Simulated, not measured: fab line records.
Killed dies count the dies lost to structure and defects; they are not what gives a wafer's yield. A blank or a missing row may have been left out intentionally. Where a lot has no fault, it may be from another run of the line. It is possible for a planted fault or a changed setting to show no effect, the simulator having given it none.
Chamber matching | flow nand-harc | NHARC_A_CONTACT_DESCUM_13 on rie-diel-06 has 4 sister chambers
The step chemistry O2, time 3 s. 4 wafers are shown with their chamber, then 7 later ones without.

## WAFERS, EACH WITH ITS CHAMBER
wafer  | chamber | drypump-motor-current-A (A)
L088.1 | 2       | 5.8
L088.2 | 0       | 5.8
L091.3 | 3       | 5.5
L091.5 | 1       | 6.5

## WAFERS WITH NO CHAMBER GIVEN
wafer  | drypump-motor-current-A (A)
L091.6 | 5.7
L095.3 | 5.8
L095.4 | 5.8
L095.6 | 6.5
L095.1 | 6.5
L095.2 | 5.6
L095.5 | 5.8

## THE CHAMBER EACH PASSED THROUGH
wafer  | from the rows above          | in truth
L091.6 | can't be placed: 0 or 2 or 3 | 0
L095.3 | can't be placed: 0 or 2      | 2
L095.4 | can't be placed: 0 or 2      | 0
L095.6 | 1                            | 1
L095.1 | 1                            | 1
L095.2 | can't be placed: 3 or 0 or 2 | 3
L095.5 | can't be placed: 0 or 2      | 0
2 of 7 placed correctly. These rows do not allow placing 5 (true chamber among the candidates in 5). Wrongly placed: 0.
How it was worked out, from the rows above alone: a wafer's distance from a chamber is the root of the sum, over the readings, of the square of ((its reading less the chamber's mean) divided by the reading's scatter). If the next closest chamber is less than 2 further off than the closest, the wafer can't be placed; otherwise it belongs to the closest. For every chamber, the mean is computed from those of its wafers that are shown. The scatter (one wafer shown for each chamber): square how far every hidden wafer sits from the nearest shown wafer, average those squares and take the square root.
